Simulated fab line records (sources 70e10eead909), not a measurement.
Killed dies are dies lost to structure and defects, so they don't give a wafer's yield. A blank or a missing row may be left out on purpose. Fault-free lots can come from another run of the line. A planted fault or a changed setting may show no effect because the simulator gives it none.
Matching of chambers | flow nand-harc | 4 sister chambers for NHARC_A_STAIRCASE_ETCHBACK_157 on rie-diel-10
The step etches the open film in CH3F/O2, target depth 90 nm, time 167.14 s. 8 wafers are shown with their chamber, then 7 later ones without.

WAFERS, EACH WITH ITS CHAMBER
wafer  | chamber | showerhead-plenum-p-Torr (Torr) | rf-vpp-V (V)
L081.2 | 3       | 2.36                            | 243.6
L081.5 | 0       | 2.62                            | 246.8
L081.6 | 1       | 2.29                            | 240.2
L082.1 | 1       | 2.29                            | 242.7
L082.2 | 2       | 2.35                            | 242.5
L082.4 | 3       | 2.36                            | 242.7
L086.1 | 2       | 2.35                            | 242.4
L086.2 | 0       | 2.61                            | 246.5

WAFERS WITHOUT THEIR CHAMBER
wafer  | showerhead-plenum-p-Torr (Torr) | rf-vpp-V (V)
L086.5 | 2.61                            | 246.2
L090.1 | 2.66                            | 248.1
L090.4 | 2.60                            | 247.5
L090.5 | 2.66                            | 247.5
L091.1 | 2.34                            | 242.1
L091.2 | 2.66                            | 248.1
L091.3 | 2.34                            | 245.0

EACH ONE'S CHAMBER
wafer  | from the rows above | in truth
L086.5 | 0                   | 0
L090.1 | 0                   | 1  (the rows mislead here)
L090.4 | 0                   | 0
L090.5 | 0                   | 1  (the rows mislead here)
L091.1 | 2                   | 2
L091.2 | 0                   | 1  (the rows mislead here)
L091.3 | 2                   | 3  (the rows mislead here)
3 of 7 placed correctly. Left unplaced by these rows: 0. Wrongly placed: 4.
How it was worked out, from the rows above alone: a wafer's distance from a chamber is the root of the sum, over the readings, of the square of ((its reading less the chamber's mean) divided by the reading's scatter). The wafer belongs to the nearest chamber; if the next one is less than 2 further off, it can't be placed. Each chamber's mean is taken over the wafers shown for it. How the scatter is found: for the shown wafers, subtract from each reading the mean of its chamber, square and add these, divide the total by (wafers less chambers), then take the root.
